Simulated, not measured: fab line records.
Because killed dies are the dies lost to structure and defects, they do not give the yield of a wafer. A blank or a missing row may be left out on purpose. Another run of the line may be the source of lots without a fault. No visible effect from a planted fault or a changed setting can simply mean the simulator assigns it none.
fab line records    flow n5Finfet
record: lots: 6  wafers: 16  lastDay: 17
route steps=1938 shown SD_ACTIVATION@334 ILD0@335 PASSIVATION@1936
lots with no fault: from the same line, run without faults
startH: hours from the record's opening day to when the first of the lot's shown wafers began    waitH: hours since the lot's step before    " identical to the entry in the row above    L1.1+2: a single row standing in for several wafers    - no value, or no start given    * or withheld: withheld    < > ~ a bound
route shown NAME@n: NAME is a module with steps in the file, n the number in the route of the first one    usual: the fault-free wafers' mean and standard deviation    same: alike in all rows    chamber/n: place in a boat    sites: each site's reading    _std_site: standard deviation across them    _edge_site: inner sites' mean taken away from outer sites' mean    radiusMm: how far each site lies from the wafer's centre    mask NAME#n: copy n    behind: the last tool/chamber to shape the wafer    hold: reason for holding the lot/hours on hold/outcome of the hold    device: the transistor (n, p or np) that didn't switch    end of line: the route-end tests of the same wafers    a step with no rows: only its recipe    killed: count of dies lost to structure and defects at first sort (not the wafer's yield)    map: a wafer's dies, marking killed ones x, the rest . and places with no die _
set.NAME: the run value of the setting; set.NAME@STEP: its run value at that earlier step    model.NAME: the simulator's own value behind a step, which no gauge read
lots at selected steps of the route; one table per step, one row per wafer
services: the hour from which a tool's chamber was out of use, counted from the record's first day as startH (under 0 if before that day), plus the number of hours and why
== steps ==
step: N5_SD_ACTIVATION_INSPECT_02
recipe: inspectInstrument: darkfield  mode: postAnneal
usual: rawDefectCount: 169/37
lot.wafer  tool              chamber  startH  waitH  rawDefectCount
L993.3     defectInspect-01  -        71.15   0.1    170
L993.4     "                 -        "       "      148
L993.6     "                 -        "       "      137
L102.4     defectInspect-01  -        124.75  0.1    174
L102.5     "                 -        "       "      132
L102.6     "                 -        "       "      159
L103.1     defectInspect-01  -        133.92  0.2    130
L103.2     "                 -        "       "      139
L103.4     "                 -        "       "      146
L108.1     defectInspect-01  -        158.90  0.2    85
L108.4     "                 -        "       "      107
L108.5     "                 -        "       "      103
L109.3     defectInspect-02  -        164.82  0.1    193
L109.6     "                 -        "       "      204
L111.3     defectInspect-02  -        176.02  0.1    215
L111.6     "                 -        "       "      224
step: N5_ILD0_LINER_00
recipe: material: SiNx  targetThkA: 40  tempC: 400  aldPrecursorFamily: SiH2I2  aldCoReactant: N2/H2-plasma  pulseTimeS: 1  purgeTimeS: 2  coReactantPurgeTimeS: 2  aldCycles: 80  pressureTorr: 2
usual: heaterPowerW: 842/120  precursorPulseHeightRel: 1.001/0.02
lot.wafer  tool       chamber  startH  waitH  heaterPowerW  precursorPulseHeightRel
L993.3     aldSin-01  2        71.30   0.1    737           1.019
L993.4     "          1        "       "      887           1.028
L993.6     "          1        "       "      868           1.022
L102.4     aldSin-01  1        124.78  0.0    886           1.013
L102.5     "          0        "       "      786           1.001
L102.6     "          1        "       "      883           1.005
L103.1     aldSin-02  1        134.48  0.6    834           0.985
L103.2     "          2        "       "      873           1.026
L103.4     "          3        "       "      887           1.013
L108.1     aldSin-03  2        159.14  0.2    684           1.014
L108.4     "          0        "       "      1034          0.995
L108.5     "          0        "       "      1041          0.988
L109.3     aldSin-02  1        164.99  0.2    841           0.974
L109.6     "          3        "       "      846           1.030
L111.3     aldSin-02  3        176.26  0.2    861           0.968
L111.6     "          0        "       "      1018          1.045
step: N5_ILD0_FCVD_FILL_01
recipe: material: SiO2_flowable  targetThkA: 2000  tempC: 100  pressureTorr: 0.8  rfW: 2000  timeS: 328.3
step: N5_ILD0_CURE_02
recipe: tempC: 450  timeS: 1800  ambient: steam  idleTempC: 400  rampUpCPerMin: 5  rampDownCPerMin: 3  densificationPH2oTorr: 640
step: N5_ILD0_CMP_03
recipe: stopOn: SiNx  tOverpolishS: 1.9  postCmpClean: alkalineBrush  downForcePsi: 4.1491  platenRpm: 51.796  padVelocityMS: 1.0306  targetThkNm: 197.38
usual: motorCurrentA: 12.7/1.4  overpolishRunS: 1.899/0.0099  timeToEndpointS: 69/3.9
lot.wafer  tool    chamber  startH  waitH  motorCurrentA  overpolishRunS  timeToEndpointS
L993.4     cmp-02  2        73.66   0.0    12.9           1.892           77
L993.3     "       3        "       "      11.0           1.903           72
L993.6     "       3        "       "      11.0           1.901           73
L102.4     cmp-02  3        127.18  0.1    10.6           1.901           73
L102.6     "       2        "       "      13.8           1.896           75
L102.5     "       3        "       "      10.8           1.902           71
L103.4     cmp-03  2        137.25  0.1    14.9           1.908           62
L103.1     "       3        "       "      14.1           1.900           66
L103.2     "       0        "       "      12.8           1.897           63
L108.4     cmp-03  1        161.50  0.0    13.8           1.890           71
L108.1     "       3        "       "      14.6           1.909           70
L108.5     "       1        "       "      14.7           1.886           72
L109.3     cmp-03  1        167.36  0.0    14.4           1.917           70
L109.6     "       1        "       "      14.3           1.901           67
L111.3     cmp-04  3        178.63  0.0    10.0           1.905           66
L111.6     "       0        "       "      11.5           1.885           68
step: N5_ILD0_THK_MEAS_04
usual: thkNm: 197.2/1.3
lot.wafer  tool          chamber  startH  waitH  thkNm
L993.3     filmMetro-01  -        73.96   -      197.1
L993.4     "             -        "       "      198.3
L993.6     "             -        "       "      198.2
L102.4     filmMetro-02  -        127.44  -      197.6
L102.5     "             -        "       "      197.6
L102.6     "             -        "       "      197.4
L103.1     filmMetro-02  -        137.50  -      196.5
L103.2     "             -        "       "      194.0
L103.4     "             -        "       "      197.3
L108.1     filmMetro-02  -        161.79  -      198.1
L108.4     "             -        "       "      198.4
L108.5     "             -        "       "      199.4
L109.3     filmMetro-02  -        167.66  -      198.8
L109.6     "             -        "       "      198.0
L111.3     filmMetro-01  -        178.92  -      197.2
L111.6     "             -        "       "      195.3
step: N5_ILD0_CMP_07
recipe: stopOn: poly-Si  material: SiO2_flowable  tOverpolishS: 1.18  postCmpClean: alkalineBrush  downForcePsi: 4.1491  platenRpm: 51.796  padVelocityMS: 1.0306  targetThkNm: 138.88
usual: motorCurrentA: 12.6/1.4
lot.wafer  tool    chamber  startH  waitH  motorCurrentA
L993.4     cmp-03  1        73.98   0.0    14.8
L993.3     "       3        "       "      14.8
L993.6     "       2        "       "      13.6
L102.4     cmp-02  2        127.47  0.0    13.4
L102.5     "       2        "       "      13.7
L102.6     "       3        "       "      11.6
L103.1     cmp-04  3        137.61  0.1    9.5
L103.4     "       0        "       "      11.3
L103.2     "       2        "       "      11.6
L108.1     cmp-03  3        161.90  0.1    14.2
L108.4     "       0        "       "      12.5
L108.5     "       2        "       "      14.2
L109.3     cmp-03  2        167.76  0.1    14.0
L109.6     "       1        "       "      14.4
L111.3     cmp-03  0        178.95  0.0    12.3
L111.6     "       1        "       "      14.0
step: N5_ILD0_THK_MEAS_08
usual: thkNm: 138.6/1.1
lot.wafer  tool          chamber  startH  waitH  thkNm
L993.3     filmMetro-01  -        74.28   -      139.3
L993.4     "             -        "       "      139.3
L993.6     "             -        "       "      137.3
L102.4     filmMetro-02  -        127.77  -      138.7
L102.5     "             -        "       "      139.4
L102.6     "             -        "       "      138.7
L103.1     filmMetro-02  -        137.90  -      138.3
L103.2     "             -        "       "      138.9
L103.4     "             -        "       "      139.4
L108.1     filmMetro-01  -        162.12  -      138.8
L108.4     "             -        "       "      138.2
L108.5     "             -        "       "      136.8
L109.3     filmMetro-01  -        167.98  -      136.8
L109.6     "             -        "       "      138.1
L111.3     filmMetro-01  -        179.25  -      136.2
L111.6     "             -        "       "      139.0
step: N5_ILD0_PRECLEAN_10
recipe: chemistry: NF3:NH3  afsCycles: 5  timeS: 20  tempC: 30  sublimationTempC: 180  sublimationTimeS: 60  pressureTorr: 3  rfPowerW: 30
step: N5_ILD0_ALD_15
recipe: material: SiNx  targetThkA: 240  tempC: 400  aldPrecursorFamily: SiH2I2  aldCoReactant: N2/H2-plasma  pulseTimeS: 1  aldCycles: 480  purgeTimeS: 2  coReactantPurgeTimeS: 2  pressureTorr: 2
usual: heaterPowerW: 821/120  precursorPulseHeightRel: 0.998/0.021
lot.wafer  tool       chamber  startH  waitH  heaterPowerW  precursorPulseHeightRel
L993.3     aldSin-01  0        75.22   0.5    850           0.994
L993.4     "          2        "       "      722           0.971
L993.6     "          2        76.30   1.1    708           1.018
L102.4     aldSin-01  1        128.52  0.3    885           1.002
L102.5     "          3        129.60  1.3    863           1.018
L102.6     "          0        "       "      771           1.020
L103.1     aldSin-03  1        138.62  0.6    590           0.959
L103.2     "          2        "       "      677           1.025
L103.4     "          0        "       "      1025          1.004
L108.1     aldSin-01  2        162.98  0.7    785           1.026
L108.4     "          3        "       "      898           0.999
L108.5     "          3        164.06  1.4    871           0.964
L109.3     aldSin-01  1        168.70  0.4    883           0.997
L109.6     "          3        169.79  1.1    890           0.995
L111.3     aldSin-02  1        179.97  0.4    852           1.025
L111.6     "          1        181.05  1.1    883           1.009
step: N5_ILD0_CMP_12
recipe: stopOn: poly-Si  material: SiNx  tOverpolishS: 6  postCmpClean: alkalineBrush  downForcePsi: 2.5  platenRpm: 51.8  padVelocityMS: 1.0307  targetThkNm: 17.67
usual: motorCurrentA: 9.1/1  overpolishRunS: 6.000/0.0092  timeToEndpointS: 29.0/2.6
lot.wafer  tool    chamber  startH  waitH  motorCurrentA  overpolishRunS  timeToEndpointS
L993.4     cmp-03  1        77.42   1.1    10.1           5.998           33.4
L993.3     "       0        "       "      9.3            5.993           28.2
L993.6     "       1        "       "      10.0           5.994           31.2
L102.4     cmp-02  2        130.72  1.1    9.5            5.998           34.1
L102.6     "       2        "       "      9.3            5.994           34.9
L102.5     "       3        "       "      8.0            5.988           28.5
L103.2     cmp-04  1        140.82  1.1    9.3            5.990           26.0
L103.4     "       3        "       "      7.1            6.012           24.4
L103.1     "       0        "       "      8.3            5.996           25.2
L108.1     cmp-03  2        165.18  1.1    10.3           5.995           24.8
L108.4     "       0        "       "      9.4            6.012           28.7
L108.5     "       3        "       "      10.6           6.011           28.3
L109.3     cmp-04  1        171.01  1.2    9.6            6.000           54.4
L109.6     "       3        "       "      7.6            6.006           31.3
L111.3     cmp-04  0        182.28  1.2    8.0            5.990           56.1
L111.6     "       1        "       "      9.2            6.001           26.4
step: N5_ILD0_THK_MEAS_13
usual: thkNm: 17.7/1.2
lot.wafer  tool          chamber  startH  waitH  thkNm
L993.3     filmMetro-01  -        77.71   -      17.1
L993.4     "             -        "       "      18.4
L993.6     "             -        "       "      18.2
L102.4     filmMetro-01  -        131.01  -      18.9
L102.5     "             -        "       "      16.9
L102.6     "             -        "       "      19.4
L103.1     filmMetro-02  -        141.11  -      17.7
L103.2     "             -        "       "      17.0
L103.4     "             -        "       "      16.7
L108.1     filmMetro-01  -        165.49  0.3    16.3
L108.4     "             -        "       "      17.2
L108.5     "             -        "       "      17.2
L109.3     filmMetro-01  -        171.20  -      17.7
L109.6     "             -        "       "      17.6
L111.3     filmMetro-01  -        182.46  -      18.7
L111.6     "             -        "       "      16.6
step: N5_PASSIVATION_PROBE_49
usual: killed_at_M0_to_M3: 34/12  killed_at_M4_up: 12/4.9  killedAtContacts: 13/7.2  killedAtFrontEnd: 39/12  killedAtOther: 3.7/2.9  killedDies: 101/18  killedOpen: 67/14  killedShort: 33/7.2
same: grossDies: 1180  killedAtBackSide: 0
lot.wafer  tool       chamber  startH  waitH  killed_at_M0_to_M3  killed_at_M4_up  killedAtContacts  killedAtFrontEnd  killedAtOther  killedDies  killedOpen  killedShort
L111.3     prober-01  -        393.26  0.1    25                  12               11                25                1              74          44          26
L111.6     prober-01  -        393.41  0.3    29                  8                7                 29                5              78          49          27
killed by level:class
L111.3 MOL_CONTACT_COAG:geometricParticle:open=9 BEOL_M1:geometricParticle:open=6 BEOL_M0_SAQP:geometricParticle:open=5 BEOL_M4:geometricParticle:open=5 STI_FIN_REVEAL:geometricParticle:open=4 ILD0:geometricParticle:short=4 GATE_CUT:geometricParticle:short=4 BEOL_M0_SAQP:geometricParticle:short=4
L111.6 BEOL_M1:geometricParticle:open=9 MOL_CONTACT_COAG:geometricParticle:open=7 BEOL_M2:geometricParticle:open=6 FIN_SAQP:geometricParticle:open=5 STI_FIN_REVEAL:geometricParticle:open=5 BEOL_M1:geometricParticle:short=5 FIN_SAQP:geometricParticle:short=3 ILD0:geometricParticle:short=3
== services ==
tool       chamber  startH  hours  kind
cmp-02     -        50.01   2.6    repair
aldSin-02  -        50.88   1.8    repair
cmp-03     -        67.46   6.0    pm
aldSin-02  0        76.05   8.1    repair
cmp-03     -        79.05   1.3    repair
cmp-02     -        84.88   4.3    repair
aldSin-01  -        85.84   14.0   pm
aldSin-01  0        85.84   14.0   ventCycle
aldSin-01  1        85.84   14.0   ventCycle
aldSin-01  2        85.84   14.0   ventCycle
aldSin-01  3        85.84   14.0   ventCycle
aldSin-02  -        95.70   6.0    pm
aldSin-01  0        99.84   -      clean
aldSin-01  1        99.84   -      clean
aldSin-01  2        99.84   -      clean
aldSin-01  3        99.84   -      clean
aldSin-03  -        111.26  6.0    pm
aldSin-02  3        123.38  3.3    repair
cmp-02     -        128.26  1.0    repair
cmp-02     -        135.48  4.0    pm
aldSin-02  -        140.54  0.7    repair
cmp-02     -        156.69  0.8    repair
cmp-04     -        167.18  0.8    repair
cmp-03     -        169.80  1.1    repair
== key ==
firstSign: step: N5_ILD0_CMP_12  reading: timeToEndpointS  direction: up  sigmas: 10  usual: *  struck: *
effect none on later readings
metAt N5_ILD0_CMP_12
struckWafers L109.3,L111.3
testerLeftOut L109,L111
onsetBetween 140.82 171.01
fault: kind: processParameterDrift  tool: cmp-04  chamber: -  onsetH: 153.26  steps: N5_ILD0_CMP_12  channel: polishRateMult  offset: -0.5  shape: step  endH: 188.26  scope: struckWafersOnly
testerLeftOut: of these lots the tester's yield and bins aren't shown, on N5 and GAA mostly nor the transistor test; their killed dies are dies lost to structure and defects alone, not to doping, threshold or leakage, so they don't give the yield
